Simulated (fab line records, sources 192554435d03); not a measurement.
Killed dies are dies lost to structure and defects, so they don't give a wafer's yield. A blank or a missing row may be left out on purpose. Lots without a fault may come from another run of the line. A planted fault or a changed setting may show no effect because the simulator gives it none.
fab line records | flow n5_finfet
record lots=10 wafers=30 last_day=17
route steps=1938 shown SDB@356 DUMMY_REMOVAL@377 BEOL_M4@1111 PASSIVATION@1936
lots that met no fault: from a run of the same line without faults
start_h: hours from the record's first day to the start of the lot's first wafer shown | wait_h: hours since the lot's step before | " the same as in the row above | L1.1+2: a row that stands for several wafers | - no value, or no start given | * or withheld: withheld | < > ~ a bound
route shown NAME@n: a module of which the file shows steps, and the number in the route of the first | usual: mean/standard deviation of fault-free wafers | same: alike in all rows | chamber/n: place in a boat | sites: the reading at each site | _std_site: their standard deviation | _edge_site: outer sites' mean less inner sites' | radius_mm: how far each site lies from the wafer's centre | mask NAME#n: copy n | behind: the tool/chamber that last shaped the wafer | hold: why the lot was held/for how many hours/how that ended | device: the transistor (n, p or np) that didn't switch | end of line: the same wafers' tests at the end of the route | a step without rows: its recipe alone | killed: dies lost to structure and defects at the first sort, not the wafer's yield | map: a wafer's dies, x killed, . not, _ none there
set.NAME: the setting as run; set.NAME@STEP: as run at that earlier step | model.NAME: the simulator's own value behind a step, which no gauge read
steps of the route over a sample of lots; a table a step, a row a wafer
services: from which hour (start_h, from the record's first day; less than 0 if before it) a tool's chamber was out of use, for how many hours, and why
## steps
# step N5_SDB_CD_MEAS_11
# recipe target_cd_nm=50 landing_energy_ev=500 detector=se_inlens polarity=opening
# usual cd_nm=49.7/1.1
# columns lot.wafer tool chamber start_h wait_h cd_nm
L629.1 cd_sem-02 0 65.74 - 51.8
L629.4 " 0 " " 51.2
L629.5 " 0 " " 50.9
L630.1 cd_sem-02 0 69.65 - 50.1
L630.4 " 0 " " 49.3
L630.6 " 0 " " 49.4
L634.1 cd_sem-02 0 95.40 - 48.5
L634.2 " 0 " " 48.7
L634.4 " 0 " " 49.4
L636.2 cd_sem-03 0 106.22 - 50.5
L636.5 " 0 " " 50.9
L636.6 " 0 " " 49.2
L638.1 cd_sem-02 0 119.41 - 49.2
L638.2 " 0 " " 47.3
L638.3 " 0 " " 48.4
L639.1 cd_sem-01 0 126.48 - 50.3
L639.5 " 0 " " 50.0
L639.6 " 0 " " 49.0
L641.1 cd_sem-01 0 137.16 - 48.8
L641.2 " 0 " " 49.5
L641.6 " 0 " " 49.9
L647.1 cd_sem-02 0 174.66 - 49.9
L647.2 " 0 " " 50.0
L647.5 " 0 " " 49.5
L648.1 cd_sem-03 0 182.56 - 52.0
L648.3 " 0 " " 51.9
L648.5 " 0 " " 52.0
L651.2 cd_sem-03 0 196.86 - 49.6
L651.4 " 0 " " 50.2
L651.6 " 0 " " 49.7
# step N5_SDB_INSPECT_13
# recipe mode=adi inspect_instrument=brightfield
# usual raw_defect_count=72/27
# columns lot.wafer tool chamber start_h wait_h raw_defect_count
L629.1 defect_inspect-01 - 65.79 0.0 44
L629.4 " - " " 56
L629.5 " - " " 57
L630.1 defect_inspect-01 - 69.70 0.0 51
L630.4 " - " " 45
L630.6 " - " " 37
L634.1 defect_inspect-02 - 95.45 0.0 51
L634.2 " - " " 75
L634.4 " - " " 63
L636.2 defect_inspect-02 - 106.27 0.0 31
L636.5 " - " " 79
L636.6 " - " " 63
L638.1 defect_inspect-02 - 119.47 0.0 115
L638.2 " - " " 61
L638.3 " - " " 85
L639.1 defect_inspect-02 - 126.54 0.0 34
L639.5 " - " " 70
L639.6 " - " " 60
L641.1 defect_inspect-02 - 137.21 0.0 117
L641.2 " - " " 144
L641.6 " - " " 47
L647.1 defect_inspect-02 - 174.71 0.0 146
L647.2 " - " " 76
L647.5 " - " " 78
L648.1 defect_inspect-01 - 182.61 0.0 28
L648.3 " - " " 45
L648.5 " - " " 48
L651.2 defect_inspect-02 - 196.91 0.0 69
L651.4 " - " " 60
L651.6 " - " " 60
# step N5_SDB_CMP_30
# recipe stop_on=poly-Si t_overpolish_s=1.54 post_cmp_clean=alkaline_brush down_force_psi=4.1491 platen_rpm=51.796 pad_velocity_m_s=1.0306 target_thk_nm=30
# usual motor_current_A=12.4/1.3 overpolish_run_s=1.539/0.0096 platen_rpm=51.80/0.031 time_to_endpoint_s=17.2/2.3
# columns lot.wafer tool chamber start_h wait_h motor_current_A overpolish_run_s platen_rpm time_to_endpoint_s
L629.1 cmp-04 2 69.78 1.4 13.0 1.561 51.83 16.8
L629.4 " 1 " " 13.1 1.539 51.78 18.1
L629.5 " 3 " " 12.2 1.539 51.76 18.2
L630.1 cmp-04 2 73.76 1.7 13.1 1.536 51.77 19.1
L630.4 " 3 " " 12.3 1.538 51.85 18.3
L630.6 " 0 " " 14.1 1.545 51.81 21.0
L634.4 cmp-03 1 99.16 1.4 10.5 1.555 51.82 16.9
L634.2 " 3 " " 11.0 1.551 51.79 18.6
L634.1 " 0 " " 11.6 1.548 51.85 13.8
L636.2 cmp-03 0 110.17 1.7 11.9 1.536 51.81 18.4
L636.5 " 1 " " 10.7 1.528 51.77 16.2
L636.6 " 2 " " 11.4 1.548 51.81 16.7
L638.2 cmp-04 1 124.30 1.4 13.4 1.539 51.81 14.9
L638.3 " 3 " " 12.8 1.539 51.79 15.1
L638.1 " 0 " " 13.8 1.533 51.80 16.4
L639.1 cmp-03 0 134.05 1.4 11.3 1.549 51.78 16.3
L639.5 " 3 " " 10.9 1.517 51.82 17.9
L639.6 " 0 " " 11.6 1.535 51.78 18.3
L641.2 cmp-04 2 140.79 1.4 13.2 1.541 49.73 17.6
L641.1 " 0 " " 14.9 1.533 49.72 17.1
L641.6 " 3 " " 12.4 1.548 49.72 16.5
L647.2 cmp-04 2 179.20 1.5 13.0 1.537 49.77 20.3
L647.1 " 3 " " 12.7 1.534 49.72 20.1
L647.5 " 0 " " 14.4 1.544 49.71 19.8
L648.1 cmp-01 3 187.44 1.5 13.7 1.544 51.76 18.0
L648.3 " 1 " " 12.2 1.549 51.82 20.5
L648.5 " 2 " " 14.0 1.547 51.75 17.9
L651.2 cmp-01 3 200.66 1.4 14.1 1.535 51.83 17.7
L651.4 " 2 " " 14.9 1.538 51.80 16.7
L651.6 " 3 " " 13.8 1.542 51.82 16.2
# step N5_DUMMY_REMOVAL_HM_STRIP_01
# recipe chemistry=CH3F/O2 material=SiNx target_depth_a=40 stop_on=poly-Si time_s=6.8 over_etch_frac=0.3 ion_energy_ev=60 power_w=410 bias_w=29 Ar_flow_sccm=150 CH3F_flow_sccm=30 O2_flow_sccm=20
# usual drypump_motor_current_A=5.7/0.45 oes_product_au=0.62/0.052 rf_vpp_V=127.6/1.1 showerhead_plenum_p_Torr=2.02/0.08 throttle_valve_pct=16.44/0.15
# same over_etch_frac=0.3
# columns lot.wafer tool chamber start_h wait_h drypump_motor_current_A oes_product_au rf_hours_counter_h rf_vpp_V showerhead_plenum_p_Torr throttle_valve_pct
L629.1 rie_diel-02 1 70.13 0.0 5.5 0.61 159 128.4 2.08 16.20
L629.4 " 0 " " 6.1 0.60 147 125.8 1.91 16.42
L629.5 " 3 " " 6.2 0.58 - 127.6 1.90 16.37
L630.1 rie_diel-05 1 74.04 0.0 6.2 0.66 87 127.2 1.86 16.44
L630.4 " 3 " " 6.6 0.63 141 127.4 2.08 16.70
L630.6 " 0 " " 5.5 0.63 - 128.0 2.09 16.35
L634.1 rie_diel-02 2 99.69 0.2 5.3 0.64 112 128.1 2.10 16.39
L634.2 " 0 " " 6.2 0.60 156 126.5 1.91 16.45
L634.4 " 1 " " 5.5 0.62 167 125.9 2.08 16.20
L636.2 rie_diel-06 1 110.49 0.1 5.4 0.59 183 127.5 1.99 16.49
L636.5 " 0 " " 4.9 0.76 - 128.3 2.05 16.26
L636.6 " 3 " " 5.7 0.59 - 129.6 2.07 16.67
L638.1 rie_diel-02 1 124.79 0.2 5.5 0.62 171 129.4 2.08 16.21
L638.2 " 3 " " 6.2 0.56 241 126.2 1.89 16.41
L638.3 " 0 " " 6.2 0.60 163 127.4 1.91 16.45
L639.1 rie_diel-02 1 134.36 0.0 5.5 0.61 174 127.7 2.08 16.23
L639.5 " 1 " " 5.5 0.61 - 129.2 2.08 16.22
L639.6 " 0 " " 6.2 0.60 - 127.0 1.91 16.46
L641.1 rie_diel-02 3 141.14 0.0 6.2 0.56 246 126.4 1.89 16.41
L641.2 " 1 " " 5.5 0.61 176 127.4 2.08 16.21
L641.6 " 3 " " 6.2 0.56 - 124.3 1.89 16.44
L647.1 rie_diel-02 2 179.48 0.0 5.3 0.62 138 129.2 2.09 16.45
L647.2 " 0 " " 6.1 0.59 180 126.1 1.90 16.48
L647.5 " 1 " " 5.5 0.60 - 127.3 2.07 16.26
L648.1 rie_diel-02 0 187.75 0.0 6.2 0.59 182 126.5 1.90 16.50
L648.3 " 1 " " 5.5 0.60 193 128.3 2.07 16.26
L648.5 " 1 " " 5.5 0.61 - 127.6 2.07 16.26
L651.2 rie_diel-06 2 201.01 0.0 5.9 0.56 246 128.1 2.05 16.55
L651.4 " 0 " " 5.0 0.71 47 128.4 2.04 16.32
L651.6 " 2 " " 5.9 0.56 - 129.2 2.05 16.55
# step N5_BEOL_M4_RC_MEAS_101
# usual DIBL_N=35.7/1.3 DIBL_P=36.0/1.6 IOFF_N=0.154/0.025 IOFF_P=0.21/0.034 ION_N=675/9.7 ION_P=465/7.4 SS_N=71.3/0.55 SS_P=73.1/0.52 VT_N=250/3 VT_P=-249/3.6
# columns lot.wafer tool chamber start_h wait_h DIBL_N[mV/V] DIBL_P[mV/V] IOFF_N[nA/um] IOFF_P[nA/um] ION_N[uA/um] ION_P[uA/um] SS_N[mV/dec] SS_P[mV/dec] VT_N[mV] VT_P[mV]
L629.1 prober-01 0 167.57 0.0 37.3 39.0 0.199 0.25 697 474 71.6 73.8 244 -248
L629.4 " 0 " " 35.8 37.3 0.157 0.22 682 469 71.3 72.9 247 -248
L629.5 " 0 " " 37.5 39.4 0.190 0.26 674 464 72.0 73.9 244 -248
L630.1 prober-01 0 175.43 0.0 33.9 34.2 0.125 0.19 661 463 71.2 72.3 254 -249
L630.4 " 0 " " 33.9 34.5 0.125 0.19 667 458 70.9 73.0 254 -251
L630.6 " 0 " " 33.6 34.4 0.123 0.18 663 451 70.6 72.5 254 -253
L634.1 prober-01 0 195.77 0.0 36.2 36.6 0.185 0.28 690 481 71.3 73.0 244 -242
L634.2 " 0 " " 37.3 38.7 0.213 0.30 704 492 71.8 73.5 244 -243
L634.4 " 0 " " 35.7 35.5 0.158 0.24 682 469 71.7 72.8 248 -245
L636.2 prober-01 0 214.44 0.2 34.2 34.8 0.125 0.21 667 469 71.0 72.6 251 -248
L636.5 " 0 " " 35.7 36.5 0.151 0.23 676 465 71.8 73.2 251 -247
L636.6 " 0 " " 34.2 35.4 0.129 0.21 662 465 71.3 72.9 254 -247
L638.1 prober-02 0 218.12 0.0 35.9 36.1 0.152 0.19 666 458 71.8 74.0 250 -253
L638.2 " 0 " " 34.7 35.1 0.137 0.18 676 467 71.7 73.5 250 -253
L638.3 " 0 " " 34.6 34.3 0.133 0.17 672 457 71.9 73.0 252 -257
L639.1 prober-01 0 230.64 0.0 34.9 35.9 0.144 0.19 673 467 70.7 72.8 250 -250
L639.5 " 0 " " 36.1 37.8 0.166 0.22 676 463 71.9 73.1 250 -248
L639.6 " 0 " " 35.3 36.1 0.151 0.20 668 462 71.2 73.0 250 -247
L641.1 prober-01 0 236.37 0.0 35.5 34.5 0.131 0.17 669 456 70.7 74.0 254 -256
L641.2 " 0 " " 37.2 36.2 0.157 0.20 670 454 71.0 73.5 250 -255
L641.6 " 0 " " 36.6 35.7 0.153 0.18 685 458 71.5 74.0 249 -255
L647.1 prober-02 0 274.05 0.0 37.0 38.2 0.190 0.27 680 468 71.3 73.7 247 -244
L647.2 " 0 " " 35.8 36.5 0.169 0.25 686 471 71.2 73.7 247 -244
L647.5 " 0 " " 35.2 35.7 0.152 0.23 666 465 71.1 73.1 248 -246
L648.1 prober-02 0 286.77 0.0 36.7 37.0 0.177 0.22 680 462 71.6 74.1 248 -251
L648.3 " 0 " " 35.3 35.0 0.153 0.19 665 452 71.6 72.9 251 -253
L648.5 " 0 " " 38.0 37.8 0.212 0.23 674 455 72.3 74.4 246 -250
L651.2 prober-01 0 304.26 0.2 35.1 33.1 0.124 0.19 674 470 70.4 71.9 252 -249
L651.4 " 0 " " 36.5 34.6 0.139 0.22 666 469 71.8 71.9 251 -246
L651.6 " 0 " " 37.9 36.6 0.169 0.24 680 476 71.0 73.1 245 -246
# step N5_PASSIVATION_PROBE_49
# usual defect_limited_yield=91.6/1.4 killed_at_M0_to_M3=35/10 killed_at_M4_up=13/5.3 killed_at_contacts=12/5.9 killed_at_front_end=36/9.9 killed_at_other=3.2/3 killed_dies=99/16 killed_on_rim=13/3.9 killed_open=66/12 killed_short=32/7.7 sort_bin_5_function=4.9/0.91 sort_bin_6_memory=3.2/0.65 sort_n_pass=1081/16 sort_yield_pct=91.6/1.4
# same gross_dies=1180 killed_at_back_side=0 sort_bin_4_leakage[%]=0 sort_bin_8_speed[%]=0
# columns lot.wafer tool chamber start_h wait_h defect_limited_yield[%] killed_at_M0_to_M3 killed_at_M4_up killed_at_contacts killed_at_front_end killed_at_other killed_dies killed_on_rim killed_open killed_short sort_bin_5_function[%] sort_bin_6_memory[%] sort_n_pass sort_yield_pct[%]
L634.1 prober-01 - 298.94 0.0 94.0 23 9 4 32 3 71 4 45 26 3.5 2.1 1109 94.0
L634.2 prober-01 - 298.99 0.1 92.6 42 10 3 31 1 87 9 50 35 4.6 2.4 1093 92.6
L634.4 prober-01 - 299.09 0.2 94.0 20 8 13 28 2 71 7 52 16 3.8 2.0 1109 94.0
L638.1 prober-02 - 321.75 0.0 92.5 24 14 11 39 1 89 8 61 26 4.8 2.5 1091 92.5
L638.2 prober-02 - 321.80 0.1 90.5 36 8 8 57 3 112 21 69 39 6.0 3.1 1068 90.5
L638.3 prober-02 - 321.85 0.1 91.4 26 10 15 49 2 102 12 61 37 5.3 3.0 1078 91.4
L636.2 prober-01 - 323.77 0.1 89.7 41 21 14 31 15 122 13 77 45 6.2 3.6 1058 89.7
L636.5 prober-01 - 323.92 0.2 90.0 37 17 12 47 5 118 22 74 44 5.2 4.7 1062 90.0
L636.6 prober-01 - 323.97 0.3 90.7 30 18 4 50 8 110 15 67 39 5.2 3.6 1070 90.7
L639.1 prober-01 - 340.33 0.6 93.4 18 13 9 38 0 78 8 54 24 3.4 3.0 1102 93.4
L639.5 prober-01 - 340.53 0.8 91.9 26 6 21 41 2 96 13 64 32 4.7 2.9 1084 91.9
L639.6 prober-01 - 340.58 0.8 91.8 28 13 9 45 2 97 15 72 25 5.3 2.6 1083 91.8
L647.1 prober-01 - 385.70 0.0 90.8 43 22 7 35 1 108 9 70 38 5.6 3.1 1072 90.8
L647.2 prober-01 - 385.75 0.1 90.5 39 22 15 32 4 112 10 76 36 5.2 4.0 1068 90.5
L647.5 prober-01 - 385.90 0.2 91.8 32 17 7 41 0 97 14 59 35 4.2 3.8 1083 91.8
# killed by level:class
L634.1 DUMMY_GATE:geometric_particle:open=10 BEOL_M2:geometric_particle:open=7 BEOL_M3:geometric_particle:open=5 STARTING-WAFER:geometric_particle:short=5 BEOL_M0_SAQP:geometric_particle:open=4 DUMMY_GATE:geometric_particle:short=3 GATE_CUT:geometric_particle:short=3 BEOL_M3:geometric_particle:short=3
L634.2 BEOL_M0_SAQP:geometric_particle:short=17 BEOL_M0_SAQP:geometric_particle:open=11 BEOL_M4:geometric_particle:open=8 DUMMY_GATE:geometric_particle:open=6 BEOL_M2:geometric_particle:open=5 FIN_SAQP:geometric_particle:open=4 BEOL_M1:geometric_particle:open=4 FIN_SAQP:geometric_particle:short=3
L634.4 MOL_CONTACT_COAG:geometric_particle:open=10 BEOL_M0_SAQP:geometric_particle:open=8 DUMMY_GATE:geometric_particle:open=5 BEOL_M1:geometric_particle:open=5 FIN_SAQP:geometric_particle:open=3 STI_FIN_REVEAL:geometric_particle:open=3 ILD0:geometric_particle:open=3 ILD0:geometric_particle:short=3
L638.1 MOL_CONTACT_COAG:geometric_particle:open=10 BEOL_M1:geometric_particle:open=9 GATE_CUT:geometric_particle:short=8 STARTING-WAFER:geometric_particle:open=6 FIN_SAQP:geometric_particle:short=5 STI_FIN_REVEAL:geometric_particle:open=5 BEOL_M7:geometric_particle:open=5 BEOL_M3:geometric_particle:open=5
L638.2 FIN_SAQP:geometric_particle:open=18 FIN_SAQP:geometric_particle:short=16 BEOL_M2:geometric_particle:open=7 MOL_CONTACT_COAG:geometric_particle:open=7 BEOL_M1:geometric_particle:open=7 GATE_CUT:geometric_particle:open=5 BEOL_M3:geometric_particle:open=5 BEOL_M0:geometric_particle:short=4
L638.3 FIN_SAQP:geometric_particle:short=14 MOL_CONTACT_COAG:geometric_particle:open=12 BEOL_M3:geometric_particle:open=12 STI_FIN_REVEAL:geometric_particle:open=8 GATE_CUT:geometric_particle:short=8 FIN_SAQP:geometric_particle:open=6 BEOL_M4:geometric_particle:open=5 BEOL_M2:geometric_particle:open=4
L636.2 MOL_CONTACT_COAG:geometric_particle:open=11 FIN_SAQP:geometric_particle:open=10 BEOL_M1:geometric_particle:open=9 BEOL_M0_SAQP:geometric_particle:short=8 MIM_TOP_ETCH:geometric_particle:short=8 BEOL_M3:geometric_particle:open=7 BEOL_M4:geometric_particle:open=7 STI_FIN_REVEAL:geometric_particle:open=6
L636.5 FIN_SAQP:geometric_particle:open=15 BEOL_M3:geometric_particle:open=12 FIN_SAQP:geometric_particle:short=11 MOL_CONTACT_COAG:geometric_particle:open=10 BEOL_M0_SAQP:geometric_particle:short=7 BEOL_M0_SAQP:geometric_particle:open=7 BEOL_M4:geometric_particle:open=7 BEOL_M1:geometric_particle:open=4
L636.6 FIN_SAQP:geometric_particle:short=13 STI_FIN_REVEAL:geometric_particle:open=12 FIN_SAQP:geometric_particle:open=10 BEOL_M3:geometric_particle:open=9 BEOL_M1:geometric_particle:open=5 BEOL_M2:geometric_particle:open=5 BEOL_M4:geometric_particle:open=4 BEOL_M5:geometric_particle:open=4
L639.1 MOL_CONTACT_COAG:geometric_particle:open=9 FIN_SAQP:geometric_particle:open=7 STI_FIN_REVEAL:geometric_particle:open=7 FIN_SAQP:geometric_particle:short=5 BEOL_M0_SAQP:geometric_particle:open=5 BEOL_M0_SAQP:geometric_particle:short=5 BEOL_M4:geometric_particle:open=5 GATE_CUT:geometric_particle:open=4
L639.5 MOL_CONTACT_COAG:geometric_particle:open=17 STI_FIN_REVEAL:geometric_particle:open=11 FIN_SAQP:geometric_particle:open=8 FIN_SAQP:geometric_particle:short=7 BEOL_M0_SAQP:geometric_particle:short=7 BEOL_M0_SAQP:geometric_particle:open=5 MOL_CONTACT_COAG:geometric_particle:short=4 BEOL_M4:geometric_particle:open=4
L639.6 STI_FIN_REVEAL:geometric_particle:open=11 FIN_SAQP:geometric_particle:open=10 FIN_SAQP:geometric_particle:short=8 BEOL_M1:geometric_particle:open=7 MOL_CONTACT_COAG:geometric_particle:open=6 BEOL_M0_SAQP:geometric_particle:open=5 BEOL_M2:geometric_particle:open=5 BEOL_M0_SAQP:geometric_particle:short=4
L647.1 BEOL_M1:geometric_particle:open=13 FIN_SAQP:geometric_particle:open=9 BEOL_M4:geometric_particle:open=9 FIN_SAQP:geometric_particle:short=8 BEOL_M0_SAQP:geometric_particle:short=8 MOL_CONTACT_COAG:geometric_particle:open=6 BEOL_M2:geometric_particle:open=6 BEOL_M0_SAQP:geometric_particle:open=6
L647.2 MOL_CONTACT_COAG:geometric_particle:open=13 FIN_SAQP:geometric_particle:open=9 BEOL_M4:geometric_particle:open=9 BEOL_M0_SAQP:geometric_particle:short=8 BEOL_M0_SAQP:geometric_particle:open=7 BEOL_M1:geometric_particle:open=7 FIN_SAQP:geometric_particle:short=6 STI_FIN_REVEAL:geometric_particle:open=6
L647.5 FIN_SAQP:geometric_particle:short=15 BEOL_M1:geometric_particle:open=10 FIN_SAQP:geometric_particle:open=8 BEOL_M4:geometric_particle:open=8 BEOL_M0_SAQP:geometric_particle:short=7 MOL_CONTACT_COAG:geometric_particle:open=6 BEOL_M0_SAQP:geometric_particle:open=6 STI_FIN_REVEAL:geometric_particle:open=5
## services
# columns tool chamber start_h hours kind
cmp-03 - 60.39 2.1 repair
cmp-01 - 65.73 1.8 repair
rie_diel-02 - 81.18 1.0 repair
rie_diel-02 1 104.61 8.1 repair
cmp-01 - 107.04 6.7 repair
rie_diel-06 - 109.40 0.7 repair
cmp-03 - 110.96 4.4 repair
cmp-01 - 140.52 4.0 pm
cmp-01 - 144.52 - consumable_replace:conditioner
cmp-01 - 144.52 - consumable_replace:pad
rie_diel-02 - 146.70 2.8 pm
rie_diel-02 3 157.07 - clean
rie_diel-02 3 157.07 - consumable_replace:focus_ring
rie_diel-02 3 157.07 - consumable_replace:showerhead
rie_diel-02 3 157.07 15.7 scheduled_down
rie_diel-02 3 157.07 15.7 vent_cycle
cmp-03 - 159.50 0.4 repair
cmp-01 - 164.75 2.4 repair
cmp-01 - 174.15 0.4 repair
cmp-04 - 174.48 4.0 pm
cmp-04 - 178.48 - consumable_replace:conditioner
cmp-04 - 178.48 - consumable_replace:pad
rie_diel-02 0 180.05 2.6 repair
cmp-03 - 181.27 4.8 repair
## key
first_sign step=N5_SDB_CMP_30 reading=platen_rpm direction=down sigmas=66 usual=51.80 struck=49.73
effect none on later readings
met_at N5_SDB_CMP_30
struck_lots L641,L647
not_acting_at N5_SDB_CD_MEAS_11,N5_SDB_INSPECT_13,N5_DUMMY_REMOVAL_HM_STRIP_01
onset_between 124.30 140.79
fault kind=process_parameter_drift tool=cmp-04 chamber=- onset_h=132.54 steps=N5_SDB_CMP_30 channel=platen_rpm offset=-2.0718 shape=step end_h=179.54 acts_in=these_recipes_only stated=51.796
